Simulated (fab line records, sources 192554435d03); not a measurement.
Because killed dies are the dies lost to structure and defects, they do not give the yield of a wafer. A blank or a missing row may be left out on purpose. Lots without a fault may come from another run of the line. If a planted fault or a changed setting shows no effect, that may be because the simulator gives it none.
The tool behind it: which one? -- flow n5-finfet -- Sampling: 10 lots, 27 wafers, 5 of 1938 route steps

== WHAT EACH GAUGE READ, for each wafer ==
N5_MOL_CONTACT_COAG_INSPECT_97: inspects for defects (darkfield). Usual: raw-defect-count 46, standard deviation 20.
lot,measured,on,raw-defect-count,flag
L478,day 6 01:35,defect-inspect-02,17 18 25,
L484,day 7 11:55,defect-inspect-02,66 39,
L485,day 7 17:25,defect-inspect-01,29 25,
L486,day 8 00:50,defect-inspect-01,70 86,
L487,day 8 07:48,defect-inspect-01,28 44 26,
L488,day 8 10:47,defect-inspect-02,48 52 48,
L491,day 9 06:35,defect-inspect-02,39 38 28,
L492,day 9 11:23,defect-inspect-02,32 35 22,
L496,day 10 13:47,defect-inspect-01,44 28 33,
L499,day 11 04:49,defect-inspect-01,34 28 32,

N5_BEOL_M4_RC_MEAS_101. Usual: DIBL_N 36.3 mV/V, standard deviation 1.2; DIBL_P 36.3 mV/V, standard deviation 1.4; IOFF_N 0.157 nA/um, standard deviation 0.02; IOFF_P 0.22 nA/um, standard deviation 0.033; ION_N 675 uA/um, standard deviation 9.6; ION_P 465 uA/um, standard deviation 8.2; SS_N 71.4 mV/dec, standard deviation 0.45; SS_P 73.3 mV/dec, standard deviation 0.54; VT_N 249.8 mV, standard deviation 2.5; VT_P -249 mV, standard deviation 3.2.
lot,measured,on,DIBL_N (mV/V),DIBL_P (mV/V),IOFF_N (nA/um),IOFF_P (nA/um),ION_N (uA/um),ION_P (uA/um),SS_N (mV/dec),SS_P (mV/dec),VT_N (mV),VT_P (mV),flag
L478,day 8 19:53,prober-01,34.6 35.1 35.3,34.8 34.9 35.1,0.128 0.132 0.137,0.16 0.17 0.17,665 662 668,455 453 455,71.2 71.7 71.2,72.0 72.3 71.9,251.3 251.7 253.9,-256 -253 -254,
L484,day 11 07:55,prober-01,37.6 37.6,35.5 35.7,0.165 0.170,0.23 0.23,679 684,464 472,71.4 71.6,73.5 73.5,250.5 248.2,-247 -247,
L485,day 10 16:16,prober-01,34.2 35.3,35.7 37.5,0.151 0.177,0.23 0.26,686 692,468 475,71.2 71.6,72.6 72.8,248.1 247.1,-247 -246,
L486,day 11 11:13,prober-02,37.4 37.3,35.5 35.6,0.168 0.174,0.23 0.23,683 682,466 465,70.9 71.6,73.8 73.8,249.0 250.0,-249 -247,
L487,day 11 23:50,prober-01,37.4 36.5 36.8,38.4 36.9 36.2,0.177 0.157 0.153,0.21 0.18 0.18,680 669 665,462 459 451,72.0 71.7 72.0,73.6 73.1 73.3,248.5 249.4 250.3,-253 -253 -254,
L488,day 12 05:26,prober-01,37.2 35.8 36.2,37.3 36.4 36.6,0.182 0.173 0.173,0.25 0.24 0.23,680 680 677,475 472 465,71.3 71.3 71.1,73.5 73.9 72.8,248.5 249.2 247.7,-246 -245 -246,
L491,day 12 20:43,prober-02,36.3 37.1 37.9,36.0 36.6 38.3,0.133 0.149 0.163,0.20 0.21 0.24,666 677 686,461 464 477,71.5 71.6 71.9,72.2 72.6 74.0,254.8 251.3 249.4,-251 -247 -248,
L492,day 12 10:00,prober-02,36.0 36.0 36.0,35.9 36.1 36.1,0.160 0.152 0.159,0.20 0.20 0.20,683 672 685,463 461 463,71.2 71.7 71.2,73.4 72.8 72.5,249.9 249.2 248.5,-250 -252 -251,
L496,day 13 20:59,prober-02,38.3 37.7 38.1,38.4 38.6 38.6,0.206 0.195 0.199,0.26 0.26 0.26,675 675 692,463 467 474,72.1 72.2 71.5,74.6 73.5 73.9,247.8 247.5 244.4,-247 -249 -245,
L499,day 14 19:49,prober-02,38.2 34.8 39.5,39.2 34.9 40.7,0.187 0.119 0.208,0.29 0.20 0.34,688 665 685,471 470 478,71.6 70.4 71.7,74.1 72.6 74.1,249.0 251.8 247.2,-242 -248 -243,

== WHICH TOOL RAN EACH LOT (tool, then ch and the chambers of the sampled wafers, then the start) ==
lot,N5_BEOL_M0_SAQP_PECVD_96,N5_BEOL_M0_SAQP_PECVD_97,N5_BEOL_M0_SAQP_HM_OPEN_112
L478,"pecvd-01 ch 1,2, day 6 02:33","pecvd-01 ch 1,2, day 6 02:36","rie-diel-02 ch 0,2,3, day 6 03:30"
L484,"pecvd-04 ch 1,2, day 7 13:33","pecvd-04 ch 1,2, day 7 13:36","rie-diel-02 ch 3, day 7 14:28"
L485,"pecvd-04 ch 0,1, day 7 18:11","pecvd-04 ch 0,1, day 7 18:14","rie-diel-02 ch 2,3, day 7 19:10"
L486,"pecvd-01 ch 0,2, day 8 02:02","pecvd-01 ch 0,2, day 8 02:05","rie-diel-02 ch 1,2, day 8 02:59"
L487,"pecvd-04 ch 1,2, day 8 08:50","pecvd-04 ch 1,2, day 8 08:53","rie-diel-04 ch 1,2,3, day 8 09:47"
L488,"pecvd-01 ch 0,2, day 8 12:32","pecvd-01 ch 0,2, day 8 12:35","rie-diel-04 ch 0,1,2, day 8 13:21"
L491,"pecvd-02 ch 0,2, day 9 07:46","pecvd-02 ch 0,2, day 9 07:49","rie-diel-05 ch 1,2,3, day 9 08:44"
L492,"pecvd-04 ch 0,1, day 9 12:47","pecvd-04 ch 0,1, day 9 12:51","rie-diel-04 ch 0,1,3, day 9 13:48"
L496,"pecvd-01 ch 0,2, day 10 14:55","pecvd-01 ch 0,2, day 10 14:58","rie-diel-04 ch 0,1,3, day 10 15:44"
L499,"pecvd-02 ch 1,2, day 11 07:03","pecvd-02 ch 1,2, day 11 07:06","rie-diel-05 ch 0,3, day 11 07:52"
- N5_BEOL_M0_SAQP_PECVD_96: deposits a-Si from SiH4/He, target thk 45 nm, time 45.2 s.
- N5_BEOL_M0_SAQP_PECVD_97: deposits SiNx from SiH4/NH3/N2, target thk 23 nm, time 19.9 s.
- N5_BEOL_M0_SAQP_HM_OPEN_112: chemistry CHF3/O2, target SiO2, stops on a-Si, target depth 12 nm, time 13.5 s.

== WHAT THE TOOLS THEMSELVES READ (means of the sampled wafers that have a number; where no wafer has one, the mark that the record gives instead) ==
N5_BEOL_M0_SAQP_PECVD_96. Usual: heater-power-w 588 W, standard deviation 71; showerhead-plenum-p-Torr 5.65 Torr, standard deviation 0.083; throttle-valve-pct 18.8 %, standard deviation 1.2.
lot,tool,heater-power-w (W),showerhead-plenum-p-Torr (Torr),throttle-valve-pct (%),flag
L478,pecvd-01,632,5.67,17.4,
L484,pecvd-04,490,5.67,19.8,
L485,pecvd-04,555,5.57,18.4,
L486,pecvd-01,660,5.71,17.6,
L487,pecvd-04,506,5.67,20.4,
L488,pecvd-01,651,5.72,18.0,
L491,pecvd-02,591,5.69,18.6,
L492,pecvd-04,559,5.55,18.7,
L496,pecvd-01,693,5.73,18.0,
L499,pecvd-02,611,5.71,19.1,

N5_BEOL_M0_SAQP_PECVD_97. Usual: heater-power-w 514 W, standard deviation 77; showerhead-plenum-p-Torr 5.11 Torr, standard deviation 0.11; throttle-valve-pct 41.3 %, standard deviation 2.8.
lot,tool,heater-power-w (W),showerhead-plenum-p-Torr (Torr),throttle-valve-pct (%),flag
L478,pecvd-01,601,5.15,38.2,
L484,pecvd-04,412,5.14,43.5,
L485,pecvd-04,476,5.02,40.6,
L486,pecvd-01,578,5.21,38.6,
L487,pecvd-04,380,5.14,44.9,
L488,pecvd-01,590,5.23,39.4,
L491,pecvd-02,572,5.16,40.8,
L492,pecvd-04,477,4.97,41.0,
L496,pecvd-01,591,5.21,39.5,
L499,pecvd-02,549,5.21,41.9,

N5_BEOL_M0_SAQP_HM_OPEN_112. Usual: drypump-motor-current-A 5.8 A, standard deviation 0.53; oes-product-au 0.49 a.u., standard deviation 0.044; rf-vpp-V 525 V, standard deviation 6; showerhead-plenum-p-Torr 2.40 Torr, standard deviation 0.07; throttle-valve-pct 18.97 %, standard deviation 0.23.
lot,tool,drypump-motor-current-A (A),oes-product-au (a.u.),rf-vpp-V (V),showerhead-plenum-p-Torr (Torr),throttle-valve-pct (%),flag
L478,rie-diel-02,5.4,0.49,526,2.41,18.94,
L484,rie-diel-02,4.7,0.42,520,2.41,19.07,
L485,rie-diel-02,5.2,0.42,525,2.41,18.82,
L486,rie-diel-02,5.8,0.48,532,2.49,18.52,
L487,rie-diel-04,5.9,0.48,522,2.36,19.03,
L488,rie-diel-04,6.1,0.48,523,2.40,18.94,
L491,rie-diel-05,5.9,0.46,527,2.38,19.07,
L492,rie-diel-04,6.1,0.47,520,2.33,19.08,
L496,rie-diel-04,6.1,0.54,523,2.42,18.96,
L499,rie-diel-05,5.5,0.46,530,2.38,19.24,

== THE ANSWER, worked out from the rows above alone ==
Rule: a lot counts as off when the mean over its wafers that have a number is more than 3 standard deviations away from the usual mean. Also off: a lot with no number at a reading for which 4 or more lots have one. Where the step has rows for the other lots, those lots are counted as sound. Order of review: gauges by route order, followed by the tools' own readings, for which a lot's mean as printed above is used. The first step at which some lot is off is used, and at that step the reading that is off furthest; a lot without a number counts as furthest.
Nothing can be told from this: no lot is off at any reading shown.

== WHAT THE SIMULATOR PUT IN ==
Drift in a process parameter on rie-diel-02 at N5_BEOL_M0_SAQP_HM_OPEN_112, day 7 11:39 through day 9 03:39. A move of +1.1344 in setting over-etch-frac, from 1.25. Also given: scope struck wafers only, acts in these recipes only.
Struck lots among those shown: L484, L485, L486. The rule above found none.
